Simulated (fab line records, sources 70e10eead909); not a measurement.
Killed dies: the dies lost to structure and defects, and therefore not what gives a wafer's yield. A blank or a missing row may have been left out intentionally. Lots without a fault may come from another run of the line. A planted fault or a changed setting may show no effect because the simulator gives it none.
Which tool did it? / flow nand_harc / 72 wafers from 24 lots sampled at 6 of the route's 1302 steps

WHAT EACH GAUGE READ, for each wafer
Not one reading of a measure or inspect step in the record can be checked against a usual standard deviation.

WHICH TOOL RAN EACH LOT (tool, then ch and the chambers of the sampled wafers, then the start)
lot=L074; NHARC_A_CONTACT_ETCH_116=har_cap_etch-02 ch 0,1, day 22 05:04; NHARC_A_CONTACT_ETCH_118=har_cap_etch-02 ch 0,1, day 22 05:23; NHARC_A_CONTACT_ETCH_123=har_cap_etch-02 ch 0,1, day 22 06:14; NHARC_A_CONTACT_ETCH_96=rie_diel-01 ch 0,1,3, day 22 14:48 or earlier; NHARC_A_CONTACT_ETCH_128=har_cap_etch-03 ch 0,1, day 22 14:48; NHARC_A_CONTACT_ETCH_130=har_cap_etch-03 ch 0,1, day 22 15:09
lot=L075; NHARC_A_CONTACT_ETCH_116=har_cap_etch-03 ch 0,1, day 22 06:34; NHARC_A_CONTACT_ETCH_118=har_cap_etch-03 ch 0,1, day 22 06:55; NHARC_A_CONTACT_ETCH_123=har_cap_etch-03 ch 0,1, day 22 07:56; NHARC_A_CONTACT_ETCH_96=rie_diel-01 ch 0,2,3, day 22 17:11 or earlier; NHARC_A_CONTACT_ETCH_128=har_cap_etch-02 ch 0,1, day 22 17:11; NHARC_A_CONTACT_ETCH_130=har_cap_etch-02 ch 0,1, day 22 17:32
lot=L076; NHARC_A_CONTACT_ETCH_116=har_cap_etch-01 ch 0,1, day 22 12:22; NHARC_A_CONTACT_ETCH_118=har_cap_etch-01 ch 0,1, day 22 12:42; NHARC_A_CONTACT_ETCH_123=har_cap_etch-01 ch 0,1, day 22 13:40; NHARC_A_CONTACT_ETCH_96=rie_diel-08 ch 1,2,3, day 22 23:23 or earlier; NHARC_A_CONTACT_ETCH_128=har_cap_etch-01 ch 0,1, day 22 23:23; NHARC_A_CONTACT_ETCH_130=har_cap_etch-01 ch 0,1, day 22 23:44
lot=L077; NHARC_A_CONTACT_ETCH_116=har_cap_etch-03 ch 0,1, day 23 03:31; NHARC_A_CONTACT_ETCH_118=har_cap_etch-03 ch 0,1, day 23 03:52; NHARC_A_CONTACT_ETCH_123=har_cap_etch-03 ch 0,1, day 23 04:47; NHARC_A_CONTACT_ETCH_96=rie_diel-01 ch 0,1,2, day 23 14:09 or earlier; NHARC_A_CONTACT_ETCH_128=har_cap_etch-03 ch 0,1, day 23 14:09; NHARC_A_CONTACT_ETCH_130=har_cap_etch-03 ch 0,1, day 23 14:31
lot=L079; NHARC_A_CONTACT_ETCH_116=har_cap_etch-02 ch 0,1, day 23 11:35; NHARC_A_CONTACT_ETCH_118=har_cap_etch-02 ch 0,1, day 23 11:56; NHARC_A_CONTACT_ETCH_123=har_cap_etch-02 ch 0,1, day 23 12:51; NHARC_A_CONTACT_ETCH_96=rie_diel-01 ch 1,3, day 23 21:16 or earlier; NHARC_A_CONTACT_ETCH_128=har_cap_etch-02 ch 0,1, day 23 21:16; NHARC_A_CONTACT_ETCH_130=har_cap_etch-02 ch 0,1, day 23 21:37
lot=L078; NHARC_A_CONTACT_ETCH_116=har_cap_etch-01 ch 0,1, day 23 14:53; NHARC_A_CONTACT_ETCH_118=har_cap_etch-01 ch 0,1, day 23 15:13; NHARC_A_CONTACT_ETCH_123=har_cap_etch-01 ch 0,1, day 23 16:16; NHARC_A_CONTACT_ETCH_96=rie_diel-10 ch 0,1,3, day 24 00:42 or earlier; NHARC_A_CONTACT_ETCH_128=har_cap_etch-01 ch 0,1, day 24 00:42; NHARC_A_CONTACT_ETCH_130=har_cap_etch-01 ch 0,1, day 24 01:03
lot=L081; NHARC_A_CONTACT_ETCH_116=har_cap_etch-01 ch 0,1, day 24 18:06; NHARC_A_CONTACT_ETCH_118=har_cap_etch-01 ch 0,1, day 24 18:26; NHARC_A_CONTACT_ETCH_123=har_cap_etch-01 ch 0,1, day 24 19:17; NHARC_A_CONTACT_ETCH_96=rie_diel-08 ch 0,2,3, day 24 20:25; NHARC_A_CONTACT_ETCH_128=har_cap_etch-01 ch 0,1, day 25 04:59; NHARC_A_CONTACT_ETCH_130=har_cap_etch-01 ch 0,1, day 25 05:20
lot=L080; NHARC_A_CONTACT_ETCH_116=har_cap_etch-03 ch 0,1, day 24 18:15; NHARC_A_CONTACT_ETCH_118=har_cap_etch-03 ch 0,1, day 24 18:35; NHARC_A_CONTACT_ETCH_123=har_cap_etch-03 ch 0,1, day 24 19:34; NHARC_A_CONTACT_ETCH_96=rie_diel-01 ch 0,3, day 25 06:17 or earlier; NHARC_A_CONTACT_ETCH_128=har_cap_etch-03 ch 0,1, day 25 06:17; NHARC_A_CONTACT_ETCH_130=har_cap_etch-03 ch 0,1, day 25 06:38
lot=L082; NHARC_A_CONTACT_ETCH_116=har_cap_etch-02 ch 0,1, day 24 22:38; NHARC_A_CONTACT_ETCH_118=har_cap_etch-02 ch 0,1, day 24 22:58; NHARC_A_CONTACT_ETCH_123=har_cap_etch-02 ch 0,1, day 24 23:49; NHARC_A_CONTACT_ETCH_96=rie_diel-08 ch 0,1, day 25 01:01; NHARC_A_CONTACT_ETCH_128=har_cap_etch-02 ch 0,1, day 25 10:11; NHARC_A_CONTACT_ETCH_130=har_cap_etch-02 ch 0,1, day 25 10:32
lot=L083; NHARC_A_CONTACT_ETCH_116=har_cap_etch-01 ch 0,1, day 25 11:55; NHARC_A_CONTACT_ETCH_118=har_cap_etch-01 ch 0,1, day 25 12:16; NHARC_A_CONTACT_ETCH_123=har_cap_etch-01 ch 0,1, day 25 13:14; NHARC_A_CONTACT_ETCH_96=rie_diel-01 ch 0,1,3, day 25 21:44 or earlier; NHARC_A_CONTACT_ETCH_128=har_cap_etch-01 ch 0,1, day 25 21:44; NHARC_A_CONTACT_ETCH_130=har_cap_etch-01 ch 0,1, day 25 22:05
lot=L086; NHARC_A_CONTACT_ETCH_116=har_cap_etch-03 ch 0,1, day 26 14:01; NHARC_A_CONTACT_ETCH_118=har_cap_etch-03 ch 0,1, day 26 14:22; NHARC_A_CONTACT_ETCH_123=har_cap_etch-03 ch 0,1, day 26 15:13; NHARC_A_CONTACT_ETCH_96=rie_diel-01 ch 0,2,3, day 27 01:26 or earlier; NHARC_A_CONTACT_ETCH_128=har_cap_etch-03 ch 0,1, day 27 01:26; NHARC_A_CONTACT_ETCH_130=har_cap_etch-03 ch 0,1, day 27 01:47
lot=L087; NHARC_A_CONTACT_ETCH_116=har_cap_etch-01 ch 0,1, day 26 18:38; NHARC_A_CONTACT_ETCH_118=har_cap_etch-01 ch 0,1, day 26 18:59; NHARC_A_CONTACT_ETCH_123=har_cap_etch-01 ch 0,1, day 26 19:50; NHARC_A_CONTACT_ETCH_96=rie_diel-10 ch 1,2,3, day 27 08:00 or earlier; NHARC_A_CONTACT_ETCH_128=har_cap_etch-02 ch 0,1, day 27 08:00; NHARC_A_CONTACT_ETCH_130=har_cap_etch-02 ch 0,1, day 27 08:22
lot=L085; NHARC_A_CONTACT_ETCH_116=har_cap_etch-02 ch 0,1, day 26 22:36; NHARC_A_CONTACT_ETCH_118=har_cap_etch-02 ch 0,1, day 26 22:56; NHARC_A_CONTACT_ETCH_123=har_cap_etch-02 ch 0,1, day 26 23:55; NHARC_A_CONTACT_ETCH_96=rie_diel-10 ch 1,2,3, day 27 00:53; NHARC_A_CONTACT_ETCH_128=har_cap_etch-03 ch 0,1, day 27 11:10; NHARC_A_CONTACT_ETCH_130=har_cap_etch-03 ch 0,1, day 27 11:31
lot=L084; NHARC_A_CONTACT_ETCH_116=har_cap_etch-01 ch 0,1, day 27 06:07; NHARC_A_CONTACT_ETCH_118=har_cap_etch-01 ch 0,1, day 27 06:28; NHARC_A_CONTACT_ETCH_123=har_cap_etch-01 ch 0,1, day 27 07:22; NHARC_A_CONTACT_ETCH_96=rie_diel-01 ch 0,1,3, day 27 19:25 or earlier; NHARC_A_CONTACT_ETCH_128=har_cap_etch-02 ch 0,1, day 27 19:25; NHARC_A_CONTACT_ETCH_130=har_cap_etch-02 ch 0,1, day 27 19:46
lot=L091; NHARC_A_CONTACT_ETCH_116=har_cap_etch-02 ch 0,1, day 27 15:50; NHARC_A_CONTACT_ETCH_118=har_cap_etch-02 ch 0,1, day 27 16:10; NHARC_A_CONTACT_ETCH_123=har_cap_etch-02 ch 0,1, day 27 17:02; NHARC_A_CONTACT_ETCH_96=rie_diel-08 ch 0,2,3, day 28 02:28 or earlier; NHARC_A_CONTACT_ETCH_128=har_cap_etch-02 ch 0,1, day 28 02:28; NHARC_A_CONTACT_ETCH_130=har_cap_etch-02 ch 0,1, day 28 02:49
lot=L089; NHARC_A_CONTACT_ETCH_116=har_cap_etch-01 ch 0,1, day 27 16:19; NHARC_A_CONTACT_ETCH_118=har_cap_etch-01 ch 0,1, day 27 16:38; NHARC_A_CONTACT_ETCH_123=har_cap_etch-01 ch 0,1, day 27 17:30; NHARC_A_CONTACT_ETCH_96=rie_diel-01 ch 2,3, day 27 18:38; NHARC_A_CONTACT_ETCH_128=har_cap_etch-01 ch 0,1, day 28 04:26; NHARC_A_CONTACT_ETCH_130=har_cap_etch-01 ch 0,1, day 28 04:47
lot=L088; NHARC_A_CONTACT_ETCH_116=har_cap_etch-01 ch 0,1, day 27 22:55; NHARC_A_CONTACT_ETCH_118=har_cap_etch-01 ch 0,1, day 27 23:16; NHARC_A_CONTACT_ETCH_123=har_cap_etch-01 ch 0,1, day 28 00:10; NHARC_A_CONTACT_ETCH_96=rie_diel-08 ch 0,1,2, day 28 08:53 or earlier; NHARC_A_CONTACT_ETCH_128=har_cap_etch-03 ch 0,1, day 28 08:53; NHARC_A_CONTACT_ETCH_130=har_cap_etch-03 ch 0,1, day 28 09:14
lot=L090; NHARC_A_CONTACT_ETCH_116=har_cap_etch-03 ch 0,1, day 28 03:29; NHARC_A_CONTACT_ETCH_118=har_cap_etch-03 ch 0,1, day 28 03:49; NHARC_A_CONTACT_ETCH_123=har_cap_etch-03 ch 0,1, day 28 04:51; NHARC_A_CONTACT_ETCH_96=rie_diel-10 ch 1,2,3, day 28 14:25 or earlier; NHARC_A_CONTACT_ETCH_128=har_cap_etch-03 ch 0,1, day 28 14:25; NHARC_A_CONTACT_ETCH_130=har_cap_etch-03 ch 0,1, day 28 14:53
lot=L093; NHARC_A_CONTACT_ETCH_116=har_cap_etch-03 ch 0,1, day 29 03:23; NHARC_A_CONTACT_ETCH_118=har_cap_etch-03 ch 0,1, day 29 03:43; NHARC_A_CONTACT_ETCH_123=har_cap_etch-03 ch 0,1, day 29 04:45; NHARC_A_CONTACT_ETCH_96=rie_diel-01 ch 0,3, day 29 14:55 or earlier; NHARC_A_CONTACT_ETCH_128=har_cap_etch-02 ch 0,1, day 29 14:55; NHARC_A_CONTACT_ETCH_130=har_cap_etch-02 ch 0,1, day 29 15:16
lot=L092; NHARC_A_CONTACT_ETCH_116=har_cap_etch-01 ch 0,1, day 29 03:32; NHARC_A_CONTACT_ETCH_118=har_cap_etch-01 ch 0,1, day 29 03:52; NHARC_A_CONTACT_ETCH_123=har_cap_etch-01 ch 0,1, day 29 04:43; NHARC_A_CONTACT_ETCH_96=rie_diel-01 ch 0,2,3, day 29 16:20 or earlier; NHARC_A_CONTACT_ETCH_128=har_cap_etch-03 ch 0,1, day 29 16:20; NHARC_A_CONTACT_ETCH_130=har_cap_etch-03 ch 0,1, day 29 16:41
lot=L094; NHARC_A_CONTACT_ETCH_116=har_cap_etch-03 ch 0,1, day 30 05:53; NHARC_A_CONTACT_ETCH_118=har_cap_etch-03 ch 0,1, day 30 06:21; NHARC_A_CONTACT_ETCH_123=har_cap_etch-03 ch 0,1, day 30 07:44; NHARC_A_CONTACT_ETCH_96=rie_diel-01 ch 1,2, day 30 08:42; NHARC_A_CONTACT_ETCH_128=har_cap_etch-01 ch 0,1, day 30 16:20; NHARC_A_CONTACT_ETCH_130=har_cap_etch-01 ch 0,1, day 30 16:41
lot=L096; NHARC_A_CONTACT_ETCH_116=har_cap_etch-02 ch 0,1, day 31 01:01; NHARC_A_CONTACT_ETCH_118=har_cap_etch-02 ch 0,1, day 31 01:28; NHARC_A_CONTACT_ETCH_123=har_cap_etch-02 ch 0,1, day 31 02:37; NHARC_A_CONTACT_ETCH_96=rie_diel-01 ch 0,2,3, day 31 11:31 or earlier; NHARC_A_CONTACT_ETCH_128=har_cap_etch-02 ch 0,1, day 31 11:31; NHARC_A_CONTACT_ETCH_130=har_cap_etch-02 ch 0,1, day 31 11:59
lot=L095; NHARC_A_CONTACT_ETCH_116=har_cap_etch-01 ch 0,1, day 31 03:50; NHARC_A_CONTACT_ETCH_118=har_cap_etch-01 ch 0,1, day 31 04:17; NHARC_A_CONTACT_ETCH_123=har_cap_etch-01 ch 0,1, day 31 05:25; NHARC_A_CONTACT_ETCH_96=rie_diel-01 ch 0,3, day 31 15:53 or earlier; NHARC_A_CONTACT_ETCH_128=har_cap_etch-01 ch 0,1, day 31 15:53; NHARC_A_CONTACT_ETCH_130=har_cap_etch-01 ch 0,1, day 31 16:14
lot=L097; NHARC_A_CONTACT_ETCH_116=har_cap_etch-03 ch 0,1, day 31 04:55; NHARC_A_CONTACT_ETCH_118=har_cap_etch-03 ch 0,1, day 31 05:16; NHARC_A_CONTACT_ETCH_123=har_cap_etch-03 ch 0,1, day 31 06:14; NHARC_A_CONTACT_ETCH_96=rie_diel-10 ch 0,3, day 31 16:01 or earlier; NHARC_A_CONTACT_ETCH_128=har_cap_etch-03 ch 0,1, day 31 16:01; NHARC_A_CONTACT_ETCH_130=har_cap_etch-03 ch 0,1, day 31 16:22
- NHARC_A_CONTACT_ETCH_116: etches the open film in C4F8/O2/Ar, time 190 s, target depth 1850 nm.
- NHARC_A_CONTACT_ETCH_118: etches the open film in C4F8/O2/Ar, time 190 s, target depth 1850 nm.
- NHARC_A_CONTACT_ETCH_123: etches the open film in C4F8/O2/Ar, time 490 s, target depth 2110 nm.
- NHARC_A_CONTACT_ETCH_96: etches the open film in C4F6/O2, target depth 20 nm, time 10 s.
- NHARC_A_CONTACT_ETCH_128: etches the open film in C4F8/O2/Ar, time 197 s, target depth 1918 nm.
- NHARC_A_CONTACT_ETCH_130: etches the open film in C4F8/O2/Ar, time 197 s, target depth 1918 nm.

AS READ BY THE TOOLS THEMSELVES (means over the sampled wafers that have a number; for cases with no such wafer, the mark the record gives instead)
NHARC_A_CONTACT_ETCH_96. Usual: drypump_motor_current_A 5.8 A, standard deviation 0.4; oes_product_au 0.979 a.u., standard deviation 0.027; rf_vpp_V 545.8 V, standard deviation 2.8; showerhead_plenum_p_Torr 3.87 Torr, standard deviation 0.13; throttle_valve_pct 26.904 %, standard deviation 0.0095.
lot=L074; tool=rie_diel-01; drypump_motor_current_A (A)=5.8; oes_product_au (a.u.)=0.951; rf_vpp_V (V)=546.0; showerhead_plenum_p_Torr (Torr)=3.88; throttle_valve_pct (%)=26.904; flag=
lot=L075; tool=rie_diel-01; drypump_motor_current_A (A)=5.6; oes_product_au (a.u.)=0.944; rf_vpp_V (V)=545.4; showerhead_plenum_p_Torr (Torr)=3.82; throttle_valve_pct (%)=26.905; flag=
lot=L076; tool=rie_diel-08; drypump_motor_current_A (A)=6.3; oes_product_au (a.u.)=0.974; rf_vpp_V (V)=546.3; showerhead_plenum_p_Torr (Torr)=3.88; throttle_valve_pct (%)=26.898; flag=
lot=L077; tool=rie_diel-01; drypump_motor_current_A (A)=6.0; oes_product_au (a.u.)=1.008; rf_vpp_V (V)=545.0; showerhead_plenum_p_Torr (Torr)=3.84; throttle_valve_pct (%)=26.906; flag=
lot=L079; tool=rie_diel-01; drypump_motor_current_A (A)=5.7; oes_product_au (a.u.)=0.953; rf_vpp_V (V)=546.5; showerhead_plenum_p_Torr (Torr)=3.91; throttle_valve_pct (%)=26.913; flag=
lot=L078; tool=rie_diel-10; drypump_motor_current_A (A)=5.4; oes_product_au (a.u.)=0.972; rf_vpp_V (V)=544.3; showerhead_plenum_p_Torr (Torr)=3.81; throttle_valve_pct (%)=26.899; flag=
lot=L081; tool=rie_diel-08; drypump_motor_current_A (A)=6.1; oes_product_au (a.u.)=0.964; rf_vpp_V (V)=548.2; showerhead_plenum_p_Torr (Torr)=3.97; throttle_valve_pct (%)=26.905; flag=
lot=L080; tool=rie_diel-01; drypump_motor_current_A (A)=5.5; oes_product_au (a.u.)=1.003; rf_vpp_V (V)=545.2; showerhead_plenum_p_Torr (Torr)=3.83; throttle_valve_pct (%)=26.908; flag=
lot=L082; tool=rie_diel-08; drypump_motor_current_A (A)=6.4; oes_product_au (a.u.)=1.004; rf_vpp_V (V)=547.2; showerhead_plenum_p_Torr (Torr)=3.93; throttle_valve_pct (%)=26.898; flag=
lot=L083; tool=rie_diel-01; drypump_motor_current_A (A)=5.8; oes_product_au (a.u.)=1.014; rf_vpp_V (V)=546.4; showerhead_plenum_p_Torr (Torr)=3.88; throttle_valve_pct (%)=26.908; flag=
lot=L086; tool=rie_diel-01; drypump_motor_current_A (A)=5.6; oes_product_au (a.u.)=0.952; rf_vpp_V (V)=544.6; showerhead_plenum_p_Torr (Torr)=3.81; throttle_valve_pct (%)=26.898; flag=
lot=L087; tool=rie_diel-10; drypump_motor_current_A (A)=5.5; oes_product_au (a.u.)=0.993; rf_vpp_V (V)=547.6; showerhead_plenum_p_Torr (Torr)=3.95; throttle_valve_pct (%)=26.907; flag=
lot=L085; tool=rie_diel-10; drypump_motor_current_A (A)=5.4; oes_product_au (a.u.)=1.004; rf_vpp_V (V)=547.2; showerhead_plenum_p_Torr (Torr)=3.95; throttle_valve_pct (%)=26.903; flag=
lot=L084; tool=rie_diel-01; drypump_motor_current_A (A)=5.8; oes_product_au (a.u.)=1.000; rf_vpp_V (V)=545.5; showerhead_plenum_p_Torr (Torr)=3.87; throttle_valve_pct (%)=26.909; flag=
lot=L091; tool=rie_diel-08; drypump_motor_current_A (A)=6.1; oes_product_au (a.u.)=1.004; rf_vpp_V (V)=548.1; showerhead_plenum_p_Torr (Torr)=3.96; throttle_valve_pct (%)=26.901; flag=
lot=L089; tool=rie_diel-01; drypump_motor_current_A (A)=5.7; oes_product_au (a.u.)=0.953; rf_vpp_V (V)=544.7; showerhead_plenum_p_Torr (Torr)=3.79; throttle_valve_pct (%)=26.901; flag=
lot=L088; tool=rie_diel-08; drypump_motor_current_A (A)=6.4; oes_product_au (a.u.)=1.010; rf_vpp_V (V)=547.3; showerhead_plenum_p_Torr (Torr)=3.98; throttle_valve_pct (%)=26.920; flag=
lot=L090; tool=rie_diel-10; drypump_motor_current_A (A)=5.5; oes_product_au (a.u.)=0.937; rf_vpp_V (V)=547.2; showerhead_plenum_p_Torr (Torr)=3.94; throttle_valve_pct (%)=26.901; flag=
lot=L093; tool=rie_diel-01; drypump_motor_current_A (A)=5.5; oes_product_au (a.u.)=0.965; rf_vpp_V (V)=544.2; showerhead_plenum_p_Torr (Torr)=3.85; throttle_valve_pct (%)=26.906; flag=
lot=L092; tool=rie_diel-01; drypump_motor_current_A (A)=5.6; oes_product_au (a.u.)=0.996; rf_vpp_V (V)=543.8; showerhead_plenum_p_Torr (Torr)=3.80; throttle_valve_pct (%)=26.902; flag=
lot=L094; tool=rie_diel-01; drypump_motor_current_A (A)=6.2; oes_product_au (a.u.)=0.959; rf_vpp_V (V)=545.2; showerhead_plenum_p_Torr (Torr)=3.86; throttle_valve_pct (%)=26.909; flag=
lot=L096; tool=rie_diel-01; drypump_motor_current_A (A)=5.6; oes_product_au (a.u.)=0.951; rf_vpp_V (V)=543.7; showerhead_plenum_p_Torr (Torr)=3.80; throttle_valve_pct (%)=26.906; flag=
lot=L095; tool=rie_diel-01; drypump_motor_current_A (A)=5.5; oes_product_au (a.u.)=1.010; rf_vpp_V (V)=545.4; showerhead_plenum_p_Torr (Torr)=3.82; throttle_valve_pct (%)=26.905; flag=
lot=L097; tool=rie_diel-10; drypump_motor_current_A (A)=5.5; oes_product_au (a.u.)=0.959; rf_vpp_V (V)=543.7; showerhead_plenum_p_Torr (Torr)=3.71; throttle_valve_pct (%)=26.907; flag=

THE ANSWER, worked out from the rows above alone
Rule: take the mean of a lot's wafers that have a number; if it is more than 3 standard deviations from the usual mean, the lot is off. Also off: a lot with no number at a reading for which 4 or more lots have one. All remaining lots with rows at the step are treated as sound. The gauges are gone through in route order, then the tools' own readings, and for those a lot's mean is taken as printed above. At the first step where some lot is off, the reading lying furthest off is the one used; lots without a number count as furthest.
None of the lots is off at any reading shown; this tells nothing.

WHAT THE SIMULATOR HAD INSERTED
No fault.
